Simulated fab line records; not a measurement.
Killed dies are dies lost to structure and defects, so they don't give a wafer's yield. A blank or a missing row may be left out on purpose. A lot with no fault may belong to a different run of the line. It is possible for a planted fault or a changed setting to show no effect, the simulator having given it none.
fab line records | flow nand_harc
[record] lots = 15 | wafers = 45 | last_day = 33
route steps=1302 shown A_CONTACT@1042
lots untouched by any fault: they come from a run of this same line in which no faults occurred
start_h: start of the lot's first displayed wafer, in hours after the record's first day | wait_h: time in hours since the lot's previous step | " as in the row above | L1.1+2: a single row standing in for several wafers | - either no value or no given start | * or withheld: withheld | < > ~ a bound
route shown NAME@n: a module of which the file shows steps, and the number in the route of the first | usual: mean/standard deviation of fault-free wafers | same: alike in all rows | chamber/n: place in a boat | sites: the reading at each site | _std_site: standard deviation of those values | _edge_site: outer sites' mean less inner sites' | radius_mm: for every site, how far away it sits from the centre of the wafer | mask NAME#n: copy n | behind: tool/chamber where the wafer was last shaped | hold: cause of the lot's hold/its duration in hours/its outcome | device: whichever transistor did not switch (one of n, p or np) | end of line: the route-end tests of the same wafers | a step with no rows: only its recipe | killed: the dies lost at the first sort to structure and to defects; this is not the yield of the wafer | map: a wafer's dies, marking killed ones x, the rest . and places with no die _
set.NAME: the setting that was run; set.NAME@STEP: the one run at that earlier step | model.NAME: the simulator's own value behind a step, which no gauge read
route steps across a sampled set of lots; one table per step, one row per wafer
services: the hour from which a tool's chamber was out of use, counted from the record's first day as start_h (under 0 if before that day), plus the number of hours and why
[[steps]]
[step NHARC_A_CONTACT_DESCUM_74]
[recipe] time_s = 3 | o2_flow_sccm = 200 | ar_flow_sccm = 0 | bias_power_w = 0 | chemistry = O2
[usual] drypump_motor_current_A = 5.8/0.45 | oes_product_au = 1.001/0.0076 | rf_vpp_V = 57.5/0.82 | showerhead_plenum_p_Torr = 1.88/0.057 | throttle_valve_pct = 11.311/0.0098
lot.wafer | tool        | chamber | start_h | wait_h | drypump_motor_current_A | oes_product_au | rf_hours_counter_h | rf_vpp_V | showerhead_plenum_p_Torr | throttle_valve_pct
L771.3    | rie_diel-07 | 3       | 508.82  | 0.1    | 5.3                     | 1.011          | 11                 | 57.7     | 1.94                     | 11.323
L771.4    | "           | 0       | "       | "      | 6.3                     | 1.000          | 10                 | 56.3     | 1.85                     | 11.316
L771.1    | "           | 2       | "       | "      | 6.7                     | 1.019          | 7                  | 57.8     | 1.94                     | 11.308
L773.2    | rie_diel-07 | 2       | 517.99  | 0.1    | 6.7                     | 1.003          | 9                  | 57.6     | 1.94                     | 11.309
L773.3    | "           | 0       | "       | "      | 6.3                     | 0.990          | 13                 | 57.0     | 1.85                     | 11.292
L773.1    | "           | 1       | "       | "      | 5.7                     | 0.994          | 9                  | 58.3     | 1.91                     | 11.303
L772.4    | rie_diel-12 | 3       | 521.06  | 0.1    | 5.8                     | 1.005          | 12                 | 57.4     | 1.78                     | 11.322
L772.3    | "           | 0       | "       | "      | 5.8                     | 1.004          | 11                 | 57.9     | 1.94                     | 11.329
L772.6    | "           | 0       | "       | "      | 5.8                     | 0.995          | -                  | 58.3     | 1.94                     | 11.306
L774.2    | rie_diel-07 | 0       | 526.95  | 0.1    | 6.2                     | 1.008          | 17                 | 56.7     | 1.85                     | 11.324
L774.1    | "           | 1       | "       | "      | 5.7                     | 1.002          | 12                 | 58.4     | 1.91                     | 11.301
L774.5    | "           | 0       | "       | "      | 6.2                     | 0.997          | -                  | 57.3     | 1.85                     | 11.304
L776.2    | rie_diel-12 | 1       | 537.49  | 0.1    | 6.3                     | 1.002          | 14                 | 58.8     | 1.92                     | 11.332
L776.3    | "           | 3       | "       | "      | 5.8                     | 1.005          | 15                 | 57.3     | 1.78                     | 11.314
L776.5    | "           | 3       | "       | "      | 5.8                     | 1.004          | -                  | 56.0     | 1.78                     | 11.306
L775.3    | rie_diel-07 | 3       | 548.37  | 0.1    | 5.4                     | 1.010          | 27                 | 56.3     | 1.93                     | 11.324
L775.2    | "           | 1       | "       | "      | 5.7                     | 1.004          | 21                 | 57.6     | 1.91                     | 11.316
L775.6    | "           | 0       | "       | "      | 6.2                     | 1.011          | -                  | 59.2     | 1.85                     | 11.317
L782.3    | rie_diel-12 | 1       | 611.98  | 0.1    | 6.3                     | 1.006          | 25                 | 57.7     | 1.92                     | 11.314
L782.2    | "           | 3       | "       | "      | 5.8                     | 0.997          | 28                 | 56.3     | 1.78                     | 11.292
L782.4    | "           | 3       | "       | "      | 5.8                     | 1.003          | -                  | 57.5     | 1.78                     | 11.314
L785.3    | rie_diel-04 | 3       | 630.27  | 0.1    | 6.2                     | 0.993          | 22                 | 57.1     | 1.78                     | 11.296
L785.1    | "           | 0       | "       | "      | 5.5                     | 1.000          | 24                 | 57.5     | 1.85                     | 11.324
L785.5    | "           | 2       | "       | "      | 5.3                     | 0.996          | -                  | 56.9     | 1.81                     | 11.308
L783.1    | rie_diel-12 | 2       | 631.86  | 0.1    | 5.2                     | 1.003          | 0                  | 57.5     | 1.89                     | 11.299
L783.4    | "           | 3       | "       | "      | 5.8                     | 1.002          | 0                  | 55.6     | 1.77                     | 11.307
L783.5    | "           | 3       | "       | "      | 5.8                     | 1.012          | -                  | 58.8     | 1.77                     | 11.298
L786.2    | rie_diel-12 | 2       | 646.77  | 0.1    | 5.2                     | 0.996          | 2                  | 58.4     | 1.89                     | 11.304
L786.5    | "           | 2       | "       | "      | 5.2                     | 0.989          | -                  | 58.6     | 1.89                     | 11.308
L786.6    | "           | 3       | "       | "      | 5.8                     | 1.001          | -                  | 57.7     | 1.77                     | 11.301
L789.3    | rie_diel-07 | 1       | 691.61  | 0.1    | 5.7                     | 1.003          | 8                  | 57.1     | 1.89                     | 11.305
L789.6    | "           | 2       | "       | "      | 6.7                     | 0.998          | -                  | 58.1     | 1.92                     | 11.302
L789.5    | "           | 3       | "       | "      | 5.3                     | 1.002          | -                  | 57.8     | 1.92                     | 11.300
L793.2    | rie_diel-07 | 2       | 707.08  | 0.1    | 6.7                     | 0.990          | 15                 | 58.2     | 1.92                     | 11.313
L793.4    | "           | 3       | "       | "      | 5.4                     | 0.992          | 16                 | 58.3     | 1.92                     | 11.326
L793.5    | "           | 2       | "       | "      | 6.7                     | 0.989          | -                  | 58.1     | 1.92                     | 11.322
L791.1    | rie_diel-04 | 1       | 707.59  | 0.1    | 5.7                     | 1.000          | 49                 | 58.0     | 1.88                     | 11.304
L791.2    | "           | 2       | "       | "      | 5.3                     | 0.988          | 43                 | 56.5     | 1.80                     | 11.302
L791.3    | "           | 3       | "       | "      | 6.2                     | 0.997          | 52                 | 55.0     | 1.77                     | 11.306
L792.4    | rie_diel-07 | 0       | 716.86  | 0.1    | 6.3                     | 1.009          | 20                 | 57.1     | 1.83                     | 11.311
L792.2    | "           | 1       | "       | "      | 5.7                     | 0.999          | 19                 | 58.0     | 1.89                     | 11.299
L792.5    | "           | 3       | "       | "      | 5.3                     | 1.014          | -                  | 58.0     | 1.92                     | 11.324
L794.1    | rie_diel-12 | 2       | 729.97  | 0.1    | 5.2                     | 0.995          | 18                 | 58.0     | 1.88                     | 11.321
L794.5    | "           | 3       | "       | "      | 5.8                     | 1.003          | -                  | 57.5     | 1.77                     | 11.301
L794.6    | "           | 0       | "       | "      | 5.8                     | 0.985          | -                  | 58.1     | 1.93                     | 11.318
[step NHARC_A_CONTACT_ETCH_127]
[recipe] source_w = withheld | pressure_mtorr = 20 | bias_v = 3000 | time_s = 197 | target_depth_a = 19180 | ar_flow_sccm = withheld | c4f8_flow_sccm = withheld | o2_flow_sccm = withheld | chemistry = C4F8/O2/Ar
[usual] chamber_pressure_mTorr = 19.998/0.018 | oes_air_line_au = 0.999/0.019
lot.wafer | tool            | chamber | start_h | wait_h | chamber_pressure_mTorr | oes_air_line_au | rf_hours_counter_h
L771.1    | har_cap_etch-02 | 0       | 510.94  | 0.1    | 20.000                 | 1.003           | 85
L771.3    | "               | 1       | "       | "      | 19.985                 | 1.020           | -
L771.4    | "               | 0       | "       | "      | 19.980                 | 1.028           | -
L773.1    | har_cap_etch-03 | 1       | 520.06  | 0.1    | 19.993                 | 1.024           | 47
L773.2    | "               | 0       | "       | "      | 20.033                 | 1.010           | 47
L773.3    | "               | 1       | "       | "      | 19.991                 | 0.998           | -
L772.4    | har_cap_etch-02 | 0       | 523.27  | 0.1    | 20.014                 | 1.022           | -
L772.3    | "               | 1       | "       | "      | 20.034                 | 0.995           | -
L772.6    | "               | 1       | "       | "      | 20.017                 | 1.025           | -
L774.2    | har_cap_etch-03 | 1       | 529.04  | 0.1    | 19.976                 | 0.990           | 49
L774.1    | "               | 0       | "       | "      | 20.014                 | 1.015           | 49
L774.5    | "               | 1       | "       | "      | 19.964                 | 0.997           | -
L776.2    | har_cap_etch-02 | 1       | 541.26  | 0.1    | 19.997                 | 0.995           | 92
L776.3    | "               | 1       | "       | "      | 19.973                 | 1.032           | -
L776.5    | "               | 1       | "       | "      | 19.985                 | 1.011           | -
L775.2    | har_cap_etch-03 | 1       | 550.49  | 0.1    | 19.985                 | 0.985           | 54
L775.3    | "               | 0       | "       | "      | 19.968                 | 1.006           | -
L775.6    | "               | 1       | "       | "      | 20.036                 | 0.986           | -
L782.2    | har_cap_etch-01 | 1       | 614.39  | 0.1    | 19.982                 | 0.997           | 17
L782.4    | "               | 0       | "       | "      | 20.002                 | 0.959           | -
L782.3    | "               | 1       | "       | "      | 20.001                 | 1.003           | -
L785.1    | har_cap_etch-02 | 1       | 632.34  | 0.1    | -                      | -               | -
L785.3    | "               | 0       | "       | "      | -                      | -               | -
L785.5    | "               | 0       | "       | "      | -                      | -               | -
L783.1    | har_cap_etch-03 | 0       | 634.00  | 0.1    | -                      | -               | -
L783.4    | "               | 1       | "       | "      | -                      | -               | -
L783.5    | "               | 1       | "       | "      | -                      | -               | -
L786.2    | har_cap_etch-02 | 1       | 648.87  | 0.2    | -                      | -               | -
L786.6    | "               | 1       | "       | "      | -                      | -               | -
L786.5    | "               | 0       | "       | "      | -                      | -               | -
L789.3    | har_cap_etch-02 | 1       | 693.91  | 0.1    | 19.991                 | 0.978           | -
L789.6    | "               | 0       | "       | "      | 20.012                 | 1.014           | -
L789.5    | "               | 1       | "       | "      | 20.041                 | 0.993           | -
L793.2    | har_cap_etch-02 | 0       | 709.52  | 0.1    | 19.991                 | 1.030           | 120
L793.4    | "               | 0       | "       | "      | 19.999                 | 1.021           | -
L793.5    | "               | 1       | "       | "      | 19.985                 | 0.974           | -
L791.2    | har_cap_etch-03 | 0       | 709.68  | 0.1    | 19.981                 | 0.999           | 79
L791.1    | "               | 1       | "       | "      | 19.998                 | 1.000           | 79
L791.3    | "               | 0       | "       | "      | 20.007                 | 0.964           | -
L792.2    | har_cap_etch-03 | 1       | 719.02  | 0.1    | 20.016                 | 1.006           | 81
L792.4    | "               | 1       | "       | "      | 19.996                 | 1.015           | -
L792.5    | "               | 1       | "       | "      | 19.995                 | 1.002           | -
L794.1    | har_cap_etch-02 | 0       | 732.07  | 0.1    | 20.019                 | 1.012           | 126
L794.5    | "               | 1       | "       | "      | 20.007                 | 0.981           | -
L794.6    | "               | 0       | "       | "      | 19.981                 | 1.007           | -
[step NHARC_A_CONTACT_ETCH_130]
[recipe] source_w = withheld | pressure_mtorr = 20 | bias_v = 3000 | time_s = 197 | target_depth_a = 19180 | ar_flow_sccm = withheld | c4f8_flow_sccm = withheld | o2_flow_sccm = withheld | chemistry = C4F8/O2/Ar
[usual] chamber_pressure_mTorr = 20.002/0.018 | oes_air_line_au = 1.002/0.021
lot.wafer | tool            | chamber | start_h | wait_h | chamber_pressure_mTorr | oes_air_line_au | rf_hours_counter_h
L771.1    | har_cap_etch-02 | 0       | 511.47  | 0.1    | 20.007                 | 0.987           | 86
L771.3    | "               | 1       | "       | "      | 19.993                 | 1.006           | -
L771.4    | "               | 0       | "       | "      | 20.019                 | 0.969           | -
L773.1    | har_cap_etch-03 | 1       | 520.60  | 0.2    | 20.016                 | 1.008           | 48
L773.2    | "               | 0       | "       | "      | 19.967                 | 1.016           | 48
L773.3    | "               | 1       | "       | "      | 19.974                 | 0.999           | -
L772.4    | har_cap_etch-02 | 0       | 523.80  | 0.1    | 20.021                 | 1.041           | -
L772.3    | "               | 1       | "       | "      | 19.978                 | 1.003           | -
L772.6    | "               | 1       | "       | "      | 20.028                 | 0.998           | -
L774.2    | har_cap_etch-03 | 1       | 529.57  | 0.1    | 19.970                 | 0.984           | 49
L774.1    | "               | 0       | "       | "      | 19.992                 | 0.952           | 49
L774.5    | "               | 1       | "       | "      | 20.007                 | 0.968           | -
L776.2    | har_cap_etch-02 | 1       | 541.80  | 0.1    | 19.974                 | 0.982           | 93
L776.3    | "               | 1       | "       | "      | 20.015                 | 0.998           | -
L776.5    | "               | 1       | "       | "      | 19.993                 | 0.979           | -
L775.2    | har_cap_etch-03 | 1       | 551.02  | 0.1    | 19.973                 | 1.043           | 55
L775.3    | "               | 0       | "       | "      | 19.985                 | 0.971           | -
L775.6    | "               | 1       | "       | "      | 20.028                 | 1.023           | -
L782.2    | har_cap_etch-01 | 1       | 614.91  | 0.1    | 19.995                 | 0.999           | 18
L782.4    | "               | 0       | "       | "      | 20.000                 | 1.009           | -
L782.3    | "               | 1       | "       | "      | 20.010                 | 0.998           | -
L785.1    | har_cap_etch-02 | 1       | 632.87  | 0.1    | 20.000                 | 0.997           | 106
L785.3    | "               | 0       | "       | "      | 20.011                 | 0.979           | -
L785.5    | "               | 0       | "       | "      | 20.012                 | 0.954           | -
L783.1    | har_cap_etch-03 | 0       | 634.53  | 0.1    | 19.991                 | 1.018           | 68
L783.4    | "               | 1       | "       | "      | 19.980                 | 1.012           | -
L783.5    | "               | 1       | "       | "      | 20.023                 | 0.976           | -
L786.2    | har_cap_etch-02 | 1       | 649.40  | 0.1    | 20.010                 | 1.000           | 109
L786.6    | "               | 1       | "       | "      | 20.029                 | 1.043           | -
L786.5    | "               | 0       | "       | "      | 20.049                 | 1.001           | -
L789.3    | har_cap_etch-02 | 1       | 694.44  | 0.1    | 19.977                 | 1.032           | -
L789.6    | "               | 0       | "       | "      | 19.980                 | 0.988           | -
L789.5    | "               | 1       | "       | "      | 20.024                 | 1.022           | -
L793.2    | har_cap_etch-02 | 0       | 710.05  | 0.1    | 20.006                 | 1.016           | 121
L793.4    | "               | 0       | "       | "      | 19.970                 | 1.020           | -
L793.5    | "               | 1       | "       | "      | 20.008                 | 1.013           | -
L791.2    | har_cap_etch-03 | 0       | 710.21  | 0.1    | 20.011                 | 0.987           | 80
L791.1    | "               | 1       | "       | "      | 19.989                 | 1.027           | 80
L791.3    | "               | 0       | "       | "      | 19.964                 | 0.989           | -
L792.2    | har_cap_etch-03 | 1       | 719.55  | 0.1    | 19.988                 | 0.977           | 81
L792.4    | "               | 1       | "       | "      | 20.010                 | 0.981           | -
L792.5    | "               | 1       | "       | "      | 20.029                 | 0.990           | -
L794.1    | har_cap_etch-02 | 0       | 732.59  | 0.1    | 19.991                 | 1.038           | 127
L794.5    | "               | 1       | "       | "      | 20.017                 | 1.017           | -
L794.6    | "               | 0       | "       | "      | 20.032                 | 0.992           | -
[step NHARC_A_CONTACT_ETCH_132]
[recipe] source_w = withheld | pressure_mtorr = 20 | bias_v = 3000 | time_s = 197 | target_depth_a = 19240 | ar_flow_sccm = withheld | c4f8_flow_sccm = withheld | o2_flow_sccm = withheld | chemistry = C4F8/O2/Ar
[usual] chamber_pressure_mTorr = 20.001/0.02 | oes_air_line_au = 1.000/0.019
lot.wafer | tool            | chamber | start_h | wait_h | chamber_pressure_mTorr | oes_air_line_au | rf_hours_counter_h
L771.1    | har_cap_etch-02 | 0       | 511.82  | 0.1    | 20.010                 | 0.993           | 86
L771.3    | "               | 1       | "       | "      | 20.028                 | 0.992           | -
L771.4    | "               | 0       | "       | "      | 20.006                 | 1.001           | -
L773.1    | har_cap_etch-03 | 1       | 520.96  | 0.1    | 19.997                 | 0.984           | 48
L773.2    | "               | 0       | "       | "      | 19.970                 | 0.991           | 48
L773.3    | "               | 1       | "       | "      | 20.010                 | 0.971           | -
L772.4    | har_cap_etch-02 | 0       | 524.16  | 0.1    | 19.987                 | 1.014           | -
L772.3    | "               | 1       | "       | "      | 20.004                 | 1.001           | -
L772.6    | "               | 1       | "       | "      | 19.993                 | 1.014           | -
L774.2    | har_cap_etch-03 | 1       | 529.93  | 0.1    | 20.025                 | 1.017           | 50
L774.1    | "               | 0       | "       | "      | 20.019                 | 1.030           | 50
L774.5    | "               | 1       | "       | "      | 19.999                 | 1.033           | -
L776.2    | har_cap_etch-02 | 1       | 542.15  | 0.1    | 20.025                 | 1.022           | 93
L776.3    | "               | 1       | "       | "      | 19.958                 | 0.986           | -
L776.5    | "               | 1       | "       | "      | 19.991                 | 1.002           | -
L775.2    | har_cap_etch-03 | 1       | 551.38  | 0.1    | 19.990                 | 1.013           | 55
L775.3    | "               | 0       | "       | "      | 20.002                 | 0.973           | -
L775.6    | "               | 1       | "       | "      | 20.002                 | 1.032           | -
L782.2    | har_cap_etch-01 | 1       | 615.27  | 0.1    | 20.012                 | 1.035           | 18
L782.4    | "               | 0       | "       | "      | 20.030                 | 0.983           | -
L782.3    | "               | 1       | "       | "      | 19.963                 | 0.984           | -
L785.1    | har_cap_etch-02 | 1       | 633.22  | 0.1    | 20.000                 | 0.992           | 106
L785.3    | "               | 0       | "       | "      | 20.019                 | 1.054           | -
L785.5    | "               | 0       | "       | "      | 20.028                 | 1.008           | -
L783.1    | har_cap_etch-03 | 0       | 634.89  | 0.1    | 20.009                 | 0.985           | 68
L783.4    | "               | 1       | "       | "      | 19.993                 | 1.003           | -
L783.5    | "               | 1       | "       | "      | 20.009                 | 0.991           | -
L786.2    | har_cap_etch-02 | 1       | 649.75  | 0.1    | 19.968                 | 0.975           | 109
L786.6    | "               | 1       | "       | "      | 19.987                 | 0.993           | -
L786.5    | "               | 0       | "       | "      | 19.994                 | 1.027           | -
L789.3    | har_cap_etch-02 | 1       | 694.79  | 0.1    | 20.001                 | 0.963           | -
L789.6    | "               | 0       | "       | "      | 20.016                 | 1.010           | -
L789.5    | "               | 1       | "       | "      | 20.003                 | 1.017           | -
L793.2    | har_cap_etch-02 | 0       | 710.40  | 0.1    | 19.991                 | 1.000           | 121
L793.4    | "               | 0       | "       | "      | 20.023                 | 0.979           | -
L793.5    | "               | 1       | "       | "      | 19.980                 | 0.994           | -
L791.2    | har_cap_etch-03 | 0       | 710.56  | 0.1    | 19.999                 | 0.994           | 80
L791.1    | "               | 1       | "       | "      | 20.048                 | 1.008           | 80
L791.3    | "               | 0       | "       | "      | 20.031                 | 1.022           | -
L792.2    | har_cap_etch-03 | 1       | 719.90  | 0.1    | 20.009                 | 0.991           | 82
L792.4    | "               | 1       | "       | "      | 19.999                 | 1.016           | -
L792.5    | "               | 1       | "       | "      | 19.976                 | 1.003           | -
L794.1    | har_cap_etch-02 | 0       | 732.94  | 0.1    | 20.001                 | 1.017           | 127
L794.5    | "               | 1       | "       | "      | 19.986                 | 0.984           | -
L794.6    | "               | 0       | "       | "      | 20.006                 | 1.004           | -
[[services]]
tool            | chamber | start_h | hours | kind
har_cap_etch-01 | -       | 497.03  | 17.0  | pm
rie_diel-07     | 0       | 506.88  | -     | clean
rie_diel-07     | 1       | 506.88  | -     | clean
rie_diel-07     | 2       | 506.88  | -     | clean
rie_diel-07     | 3       | 506.88  | -     | clean
rie_diel-04     | 0       | 520.71  | 8.1   | repair
rie_diel-07     | 0       | 531.40  | -     | clean
rie_diel-07     | 1       | 531.40  | -     | clean
rie_diel-07     | 2       | 531.40  | -     | clean
rie_diel-07     | 3       | 531.40  | -     | clean
rie_diel-12     | 2       | 531.48  | 8.4   | repair
rie_diel-04     | -       | 534.29  | 9.0   | pm
rie_diel-04     | 0       | 563.20  | 2.9   | repair
rie_diel-04     | 2       | 588.21  | 18.9  | repair
rie_diel-12     | 1       | 594.74  | 4.0   | repair
rie_diel-12     | 2       | 608.01  | 8.6   | repair
rie_diel-12     | -       | 622.52  | 9.0   | pm
har_cap_etch-03 | -       | 631.25  | 1.4   | repair
rie_diel-07     | -       | 649.81  | 9.0   | pm
rie_diel-07     | -       | 663.00  | 0.6   | repair
rie_diel-04     | 2       | 665.57  | 6.9   | repair
rie_diel-04     | 1       | 691.42  | 4.7   | repair
rie_diel-04     | 3       | 691.99  | 6.0   | repair
rie_diel-04     | -       | 711.29  | 9.0   | pm
[[key]]
[first_sign] step = NHARC_A_CONTACT_ETCH_127 | reading = tool_record | direction = missing
effect none on later readings
met_at NHARC_A_CONTACT_ETCH_127
struck_lots L783,L785,L786
later_rows_left_out L783.1,L783.4,L783.5,L785.1,L785.3,L785.5,L786.2,L786.5,L786.6
sort_left_out L783.1,L783.4,L783.5,L785.1,L785.3,L785.5,L786.2,L786.5,L786.6
tester_left_out L783,L785,L786
not_acting_at NHARC_A_CONTACT_DESCUM_74,NHARC_A_CONTACT_ETCH_130,NHARC_A_CONTACT_ETCH_132
onset_between 550.49 632.34
[fault] kind = skipped_step_whole | tool = har_cap_etch-02,har_cap_etch-03 | chamber = - | onset_h = 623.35 | steps = NHARC_A_CONTACT_ETCH_127 | scope = struck_lots_only
// tester_left_out: of these lots the tester's yield and bins aren't shown, on N5 and GAA mostly nor the transistor test; their killed dies are dies lost to structure and defects alone, not to doping, threshold or leakage, so they don't give the yield
// sort_left_out: the simulated sort isn't trusted on such a fault, so these wafers' sort isn't shown, and their yield isn't known
// later_rows_left_out: the simulator's readings of these wafers behind a module that went badly wrong aren't trusted and aren't shown, but for the sort
